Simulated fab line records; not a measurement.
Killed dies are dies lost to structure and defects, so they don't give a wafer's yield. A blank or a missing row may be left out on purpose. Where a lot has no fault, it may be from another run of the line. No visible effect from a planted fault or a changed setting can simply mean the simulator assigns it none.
fab line records	flow n5-finfet
record lots=9	wafers=27	last-day=17
route steps=1938 shown STI_FIN_REVEAL@200 BEOL_M4@1091 PASSIVATION@1936
lots with no fault: from the same line, run without faults
start-h: hours from the record's first day to the start of the lot's first wafer shown	wait-h: time in hours since the lot's previous step	" as in the row above	L1.1+2: a row that stands for several wafers	- either no value or no given start	* or withheld: withheld	< > ~ a bound
route shown NAME@n: a module of which the file shows steps, and the number in the route of the first	usual: mean/standard deviation taken from wafers without a fault	same: alike in all rows	chamber/n: place in a boat	sites: each site's reading	_std_site: their standard deviation	_edge_site: outer sites' mean less inner sites'	radius-mm: how far each site lies from the wafer's centre	mask NAME#n: copy n	behind: the most recent tool/chamber to have shaped the wafer	hold: reason for holding the lot/hours on hold/outcome of the hold	device: the n, p or np transistor that did not switch	end of line: the same wafers' tests at the end of the route	where a step has no rows: the recipe by itself	killed: dies that structure and defects cost at the first sort, which is not the same as the wafer's yield	map: the dies of a wafer, with x for killed, . for not killed, _ for no die there
set.NAME: the setting that was run; set.NAME@STEP: the one run at that earlier step	model.NAME: the simulator's own value behind a step, which no gauge read
one table for each step of the route and one row for each wafer, over a sample of lots
services: a tool's chamber out of use, with start hour (start-h, from the record's first day; less than 0 if before it), hours out, and reason
## steps
# step N5_STI_FIN_REVEAL_OXIDATION_31
# recipe chemistry=O2_PLASMA_REMOTE	temp-c=150	time-s=20	pressure-mtorr=1000	source-power-w=2000	o2-flow-sccm=3000
# usual drypump-motor-current-A=5.6/0.4	heater-power-w=146/16	rf-fwd-power-W=1975/7.1
lot.wafer	tool	chamber	start-h	wait-h	drypump-motor-current-A	heater-power-w	rf-fwd-power-W	rf-hours-counter-h
L520.2	plasma-asher-01	1	55.66	0.0	5.1	165	1974	40
L520.5	"	0	"	"	5.6	140	1978	-
L520.6	"	1	"	"	5.0	168	1977	-
L523.3	plasma-asher-02	0	75.25	0.1	5.7	130	1984	-
L523.5	"	1	"	"	6.2	137	1962	-
L523.6	"	0	"	"	5.7	131	1982	-
L524.1	plasma-asher-02	0	77.85	0.1	5.7	129	1975	83
L524.3	"	1	"	"	6.2	135	-	-
L524.5	"	1	"	"	6.2	138	1964	-
L526.2	plasma-asher-02	1	89.39	0.0	6.2	141	1957	85
L526.5	"	1	"	"	6.2	142	1970	-
L526.6	"	0	"	"	5.7	127	-	-
L530.1	plasma-asher-01	1	115.15	0.0	5.0	169	1987	50
L530.3	"	0	"	"	5.6	136	1972	-
L530.5	"	1	"	"	5.1	174	1979	-
L534.2	plasma-asher-01	0	138.62	0.0	5.6	136	1980	58
L534.4	"	1	"	"	5.1	168	1983	-
L534.5	"	0	"	"	5.6	138	1975	-
L536.1	plasma-asher-02	1	149.78	0.0	6.2	132	1969	93
L536.3	"	1	"	"	6.2	137	1972	-
L536.6	"	1	"	"	6.2	138	1968	-
L538.3	plasma-asher-02	1	162.83	0.1	6.2	138	1960	-
L538.4	"	0	"	"	5.7	127	1975	-
L538.5	"	1	"	"	6.2	138	1967	-
L540.1	plasma-asher-01	1	175.84	0.0	5.1	166	1971	66
L540.2	"	0	"	"	5.6	141	1975	66
L540.3	"	0	"	"	5.6	141	1983	-
# step N5_BEOL_M4_ANNEAL_87
# recipe temp-c=400	time-s=240	ambient=vacuum
# usual heater-power-w=836/86
lot.wafer	tool	chamber	start-h	wait-h	heater-power-w
L520.2	pvd-sputter-02	-	179.74	0.0	737
L520.5	"	-	"	"	776
L520.6	"	-	"	"	938
L523.3	pvd-sputter-01	-	202.65	0.0	834
L523.5	"	-	"	"	808
L523.6	"	-	"	"	990
L524.1	pvd-sputter-01	-	217.57	0.0	858
L524.3	"	-	"	"	816
L524.5	"	-	"	"	849
L526.2	pvd-sputter-03	-	222.12	0.0	880
L526.5	"	-	"	"	852
L526.6	"	-	"	"	670
L530.1	pvd-sputter-01	-	228.38	0.0	989
L530.3	"	-	"	"	867
L530.5	"	-	"	"	1022
L534.2	pvd-sputter-01	-	266.15	0.0	876
L534.4	"	-	"	"	1000
L534.5	"	-	"	"	803
L536.1	pvd-sputter-01	-	280.40	0.0	848
L536.3	"	-	"	"	855
L536.6	"	-	"	"	844
L538.3	pvd-sputter-03	-	285.18	0.0	910
L538.4	"	-	"	"	853
L538.5	"	-	"	"	896
L540.1	pvd-sputter-03	-	303.48	0.0	695
L540.2	"	-	"	"	877
L540.3	"	-	"	"	859
# step N5_BEOL_M4_SPUTTER_88
# recipe material=Cu	target-thk-a=45	temp-c=-20	chamber-pressure-pa=0.07	power-w=withheld	time-s=8.29
# usual chamber-pressure-pa=0.06999/0.00014	chuck-gas-flow-sccm=1.27/0.053	throttle-valve-pct=29.8/1
lot.wafer	tool	chamber	start-h	wait-h	chamber-pressure-pa	chuck-gas-flow-sccm	throttle-valve-pct
L520.2	pvd-sputter-02	-	179.88	0.1	0.07005	1.26	30.5
L520.5	"	-	"	"	0.07005	1.28	27.8
L520.6	"	-	"	"	0.07001	1.35	29.8
L523.3	pvd-sputter-01	-	202.79	0.1	0.06986	1.33	29.2
L523.5	"	-	"	"	0.06993	1.32	28.8
L523.6	"	-	"	"	0.07002	1.26	30.2
L524.1	pvd-sputter-01	-	217.72	0.1	0.07039	1.28	29.1
L524.3	"	-	"	"	0.07007	1.24	28.9
L524.5	"	-	"	"	0.07013	1.27	29.0
L526.2	pvd-sputter-03	-	222.26	0.1	0.07012	1.22	29.5
L526.5	"	-	"	"	0.07	1.34	29.9
L526.6	"	-	"	"	0.06988	1.23	30.9
L530.1	pvd-sputter-01	-	228.52	0.1	0.06985	1.26	30.4
L530.3	"	-	"	"	0.06972	1.35	28.9
L530.5	"	-	"	"	0.0702	1.33	30.2
L534.2	pvd-sputter-01	-	266.29	0.1	0.06994	1.30	29.3
L534.4	"	-	"	"	0.07009	1.28	30.2
L534.5	"	-	"	"	0.07001	1.23	28.7
L536.1	pvd-sputter-01	-	280.54	0.1	0.07011	1.31	29.8
L536.3	"	-	"	"	0.06998	1.35	28.9
L536.6	"	-	"	"	0.06988	1.25	30.1
L538.3	pvd-sputter-03	-	285.32	0.1	0.06991	1.27	31.5
L538.4	"	-	"	"	0.06993	1.23	29.7
L538.5	"	-	"	"	0.07	1.33	31.2
L540.1	pvd-sputter-03	-	303.62	0.1	0.07011	1.34	30.8
L540.2	"	-	"	"	0.06982	1.23	31.0
L540.3	"	-	"	"	0.07009	1.19	29.8
# step N5_BEOL_M4_SPUTTER_90
# recipe material=Cu	target-thk-a=45	temp-c=-20	chamber-pressure-pa=0.07	power-w=withheld	time-s=8.29
# usual chamber-pressure-pa=0.07003/0.00015	chuck-gas-flow-sccm=1.27/0.053	throttle-valve-pct=29.7/1
lot.wafer	tool	chamber	start-h	wait-h	chamber-pressure-pa	chuck-gas-flow-sccm	throttle-valve-pct
L520.2	pvd-sputter-02	-	180.10	0.1	0.0701	1.28	30.5
L520.5	"	-	"	"	0.07013	1.37	27.7
L520.6	"	-	"	"	0.07005	1.32	29.8
L523.3	pvd-sputter-01	-	203.01	0.1	0.0702	1.30	29.0
L523.5	"	-	"	"	0.07008	1.34	28.7
L523.6	"	-	"	"	0.06991	1.24	30.4
L524.1	pvd-sputter-01	-	217.97	0.1	0.07009	1.21	29.2
L524.3	"	-	"	"	0.0701	1.28	28.6
L524.5	"	-	"	"	0.07013	1.31	28.9
L526.2	pvd-sputter-03	-	222.48	0.1	0.07012	1.29	29.8
L526.5	"	-	"	"	0.07015	1.24	29.8
L526.6	"	-	"	"	0.07031	1.19	31.0
L530.1	pvd-sputter-01	-	228.74	0.1	0.07008	1.38	30.5
L530.3	"	-	"	"	0.06983	1.31	29.1
L530.5	"	-	"	"	0.07014	1.37	30.4
L534.2	pvd-sputter-01	-	266.51	0.1	0.06978	1.30	29.1
L534.4	"	-	"	"	0.07009	1.24	30.6
L534.5	"	-	"	"	0.07042	1.33	28.7
L536.1	pvd-sputter-01	-	280.76	0.1	0.07037	1.32	29.8
L536.3	"	-	"	"	0.06962	1.21	29.0
L536.6	"	-	"	"	0.07015	1.34	30.0
L538.3	pvd-sputter-03	-	285.54	0.1	0.06998	1.25	31.5
L538.4	"	-	"	"	0.06968	1.25	30.0
L538.5	"	-	"	"	0.06981	1.34	31.7
L540.1	pvd-sputter-03	-	303.84	0.1	0.07002	1.22	30.8
L540.2	"	-	"	"	0.06997	1.27	31.3
L540.3	"	-	"	"	0.06993	1.26	29.7
# step N5_BEOL_M4_RC_MEAS_101
# usual DIBL_N=36.4/1.3	DIBL_P=36.5/1.7	IOFF_N=0.154/0.022	IOFF_N_85C=3.0/0.36	IOFF_N_LIN=0.072/0.0083	IOFF_N_LONG=5.4e-05/2.5e-06	IOFF_P=0.202/0.025	IOFF_P_85C=3.5/0.35	IOFF_P_LIN=0.095/0.0097	ION_N=671/9.8	ION_P=460/6.8	SS_N=71.6/0.54	SS_P=73.4/0.58	VT_N=250.9/2.8	VT_N_LONG=275.5/1.9	VT_N_LVT=99.2/2.8	VT_P=-251.4/2.7
lot.wafer	tool	chamber	start-h	wait-h	DIBL_N[mV/V]	DIBL_P[mV/V]	IOFF_N[nA/um]	IOFF_N_85C[nA/um]	IOFF_N_LIN[nA/um]	IOFF_N_LONG[nA/um]	IOFF_P[nA/um]	IOFF_P_85C[nA/um]	IOFF_P_LIN[nA/um]	ION_N[uA/um]	ION_P[uA/um]	SS_N[mV/dec]	SS_P[mV/dec]	VT_N[mV]	VT_N_LONG[mV]	VT_N_LVT[mV]	VT_P[mV]
L520.2	prober-02	0	182.20	0.2	39.3	38.5	0.174	3.4	0.075	4.83e-05	0.185	3.4	0.084	669	447	72.4	74.5	252.2	280.6	98.4	-256.8
L520.5	"	0	"	"	36.8	36.2	0.132	2.7	0.063	4.8e-05	0.155	2.9	0.075	662	446	71.7	72.9	253.1	276.8	103.0	-256.9
L520.6	"	0	"	"	35.7	34.4	0.116	2.4	0.056	4.86e-05	0.142	2.7	0.070	657	444	71.4	73.5	258.6	278.4	105.1	-256.9
L523.3	prober-02	0	205.12	0.3	37.8	37.6	0.182	3.5	0.082	5.84e-05	0.234	3.9	0.106	680	470	71.4	73.9	247.4	272.6	93.9	-247.5
L523.5	"	0	"	"	36.2	35.6	0.152	3.0	0.072	5.84e-05	0.199	3.4	0.093	684	466	70.8	73.4	249.2	274.1	96.2	-249.2
L523.6	"	0	"	"	36.0	35.5	0.147	2.9	0.070	5.74e-05	0.197	3.4	0.094	681	466	71.3	73.8	248.4	271.9	96.3	-248.3
L524.1	prober-02	0	220.06	0.0	35.0	35.0	0.147	2.9	0.069	5.62e-05	0.186	3.3	0.091	666	460	71.6	73.4	252.3	276.1	99.2	-252.5
L524.3	"	0	"	"	38.4	39.7	0.241	4.4	0.109	6.24e-05	0.272	4.6	0.130	699	475	71.8	74.1	243.0	269.9	90.3	-249.3
L524.5	"	0	"	"	35.1	34.2	0.147	2.9	0.068	5.62e-05	0.174	3.1	0.086	666	449	71.5	73.8	252.8	273.1	98.4	-252.6
L526.2	prober-01	0	224.39	0.2	36.8	37.6	0.163	3.2	0.076	5.51e-05	0.205	3.6	0.096	674	460	71.6	73.1	249.0	272.9	97.4	-249.7
L526.5	"	0	"	"	34.7	35.0	0.129	2.6	0.062	5.65e-05	0.174	3.2	0.085	655	453	71.5	73.2	253.7	272.9	100.9	-253.0
L526.6	"	0	"	"	38.5	40.1	0.212	3.9	0.102	6.33e-05	0.258	4.4	0.123	691	477	72.3	74.1	244.0	270.5	92.3	-246.4
L530.1	prober-02	0	230.72	0.0	36.2	36.7	0.164	3.1	0.076	5.48e-05	0.205	3.6	0.095	681	464	71.7	72.6	250.9	274.1	96.6	-250.8
L530.3	"	0	"	"	35.1	35.4	0.143	2.9	0.068	5.48e-05	0.187	3.3	0.090	671	459	71.8	72.5	252.5	274.8	98.9	-251.6
L530.5	"	0	"	"	34.2	33.9	0.132	2.7	0.064	5.52e-05	0.176	3.1	0.086	671	458	71.3	72.5	251.3	273.9	99.4	-253.4
L534.2	prober-01	0	268.42	0.2	34.8	34.5	0.125	2.5	0.059	5.01e-05	0.172	3.1	0.083	655	449	71.9	72.9	256.1	278.7	104.8	-255.7
L534.4	"	0	"	"	35.5	35.5	0.136	2.7	0.064	4.99e-05	0.194	3.4	0.090	660	458	71.4	73.9	254.0	278.4	102.3	-254.8
L534.5	"	0	"	"	36.8	36.3	0.145	2.8	0.067	4.96e-05	0.209	3.6	0.095	659	458	71.2	73.0	250.3	279.0	102.2	-253.4
L536.1	prober-01	0	282.60	0.0	35.8	35.5	0.135	2.7	0.065	5.3e-05	0.225	3.8	0.108	662	466	70.9	73.0	253.4	275.7	102.1	-250.0
L536.3	"	0	"	"	38.0	37.1	0.161	3.1	0.073	5.46e-05	0.260	4.3	0.118	656	461	72.7	73.9	249.9	275.1	100.8	-247.8
L536.6	"	0	"	"	36.2	35.9	0.139	2.8	0.063	5.29e-05	0.243	4.0	0.111	655	458	71.7	73.3	252.5	277.9	103.4	-245.9
L538.3	prober-02	0	287.61	0.3	38.7	40.7	0.203	3.8	0.086	5.22e-05	0.250	4.1	0.114	671	462	73.0	74.1	248.8	276.8	99.6	-248.9
L538.4	"	0	"	"	37.7	40.3	0.184	3.5	0.080	5.27e-05	0.238	3.9	0.109	675	457	72.1	74.4	249.9	276.3	100.3	-249.7
L538.5	"	0	"	"	38.3	41.4	0.213	4.0	0.090	5.22e-05	0.267	4.4	0.118	679	461	72.4	73.9	248.1	275.7	97.0	-247.8
L540.1	prober-01	0	305.59	0.0	36.1	37.4	0.157	3.1	0.075	5.65e-05	0.192	3.4	0.092	677	453	71.5	73.3	247.4	276.2	98.3	-252.0
L540.2	"	0	"	"	37.4	38.9	0.189	3.6	0.087	5.62e-05	0.220	3.8	0.101	685	465	71.6	74.2	245.6	273.4	94.9	-250.3
L540.3	"	0	"	"	37.3	38.9	0.187	3.6	0.085	5.55e-05	0.211	3.6	0.098	669	455	71.8	73.7	248.7	275.0	96.7	-251.6
# step N5_PASSIVATION_PROBE_49
# usual defect-limited-yield=91.1/1.3	killed_at_M0_to_M3=34/10	killed_at_M4_up=14/5.7	killed-at-contacts=12/5.9	killed-at-front-end=41/12	killed-at-other=4/3.1	killed-dies=105/15	killed-open=69/11	killed-short=35/7.8	sort_bin_5_function=5.3/0.81	sort_bin_6_memory=3.3/0.75	sort_bin_8_speed=0.00/0.007	sort-n-pass=1075/15	sort-yield-pct=91.1/1.3
# same gross-dies=1180	killed-at-back-side=0	sort_bin_4_leakage[%]=0
lot.wafer	tool	chamber	start-h	wait-h	defect-limited-yield[%]	killed_at_M0_to_M3	killed_at_M4_up	killed-at-contacts	killed-at-front-end	killed-at-other	killed-dies	killed-open	killed-short	sort_bin_5_function[%]	sort_bin_6_memory[%]	sort_bin_8_speed[%]	sort-n-pass	sort-yield-pct[%]
L526.6	prober-01	-	324.75	0.3	89.2	48	14	13	47	5	127	79	44	5.0	5.6	0	1053	89.2
# killed by level:class
L526.6 BEOL_M0_SAQP:geometric-particle:open=17 FIN_SAQP:geometric-particle:open=14 BEOL_M0_SAQP:geometric-particle:short=14 MOL_CONTACT_COAG:geometric-particle:open=12 FIN_SAQP:geometric-particle:short=10 STI_FIN_REVEAL:geometric-particle:open=7 BEOL_M3:geometric-particle:open=5 BEOL_M2:geometric-particle:open=5
## services
tool	chamber	start-h	hours	kind
pvd-sputter-01	-	60.69	23.4	repair
pvd-sputter-02	-	68.14	2.4	repair
pvd-sputter-03	-	75.04	0.7	repair
plasma-asher-02	-	112.53	15.6	pm
pvd-sputter-03	-	119.61	1.0	repair
plasma-asher-01	-	208.67	0.9	repair
pvd-sputter-02	-	222.72	1.7	repair
plasma-asher-01	-	246.73	1.9	repair
plasma-asher-01	-	262.42	4.5	repair
## key
first-sign step=N5_BEOL_M4_RC_MEAS_101	reading=IOFF_N_LIN	direction=up	sigmas=4.1	usual=0.072	struck=0.106
effect step=N5_BEOL_M4_RC_MEAS_101	reading=IOFF_N_LONG	direction=up	sigmas=3.6	usual=5.4e-05	struck=6.29e-05
effect step=N5_BEOL_M4_RC_MEAS_101	reading=IOFF_N	direction=up	sigmas=3.3	usual=0.154	struck=0.227
effect step=N5_BEOL_M4_RC_MEAS_101	reading=IOFF_P_LIN	direction=up	sigmas=3.2	usual=0.095	struck=0.127
effect step=N5_BEOL_M4_RC_MEAS_101	reading=IOFF_N_85C	direction=up	sigmas=3.2	usual=3.0	struck=4.2
effect step=N5_BEOL_M4_RC_MEAS_101	reading=VT_N_LVT	direction=down	sigmas=2.8	usual=99.2	struck=91.3
effect step=N5_BEOL_M4_RC_MEAS_101	reading=IOFF_P_85C	direction=up	sigmas=2.8	usual=3.5	struck=4.5
effect step=N5_BEOL_M4_RC_MEAS_101	reading=VT_N_LONG	direction=down	sigmas=2.7	usual=275.5	struck=270.2
effect step=N5_BEOL_M4_RC_MEAS_101	reading=VT_N	direction=down	sigmas=2.7	usual=250.9	struck=243.5
met-at N5_STI_FIN_REVEAL_OXIDATION_31
struck-lots L524,L526
struck-wafers L524.3,L526.6
not-acting-at N5_BEOL_M4_ANNEAL_87,N5_BEOL_M4_SPUTTER_88,N5_BEOL_M4_SPUTTER_90
onset-between 75.25 77.85
fault kind=process-parameter-drift	tool=plasma-asher-02	chamber=-	onset-h=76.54	steps=N5_STI_FIN_REVEAL_OXIDATION_31	channel=time-s	offset=*	shape=step	end-h=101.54	scope=struck-wafers-only	acts-in=*	stated=*
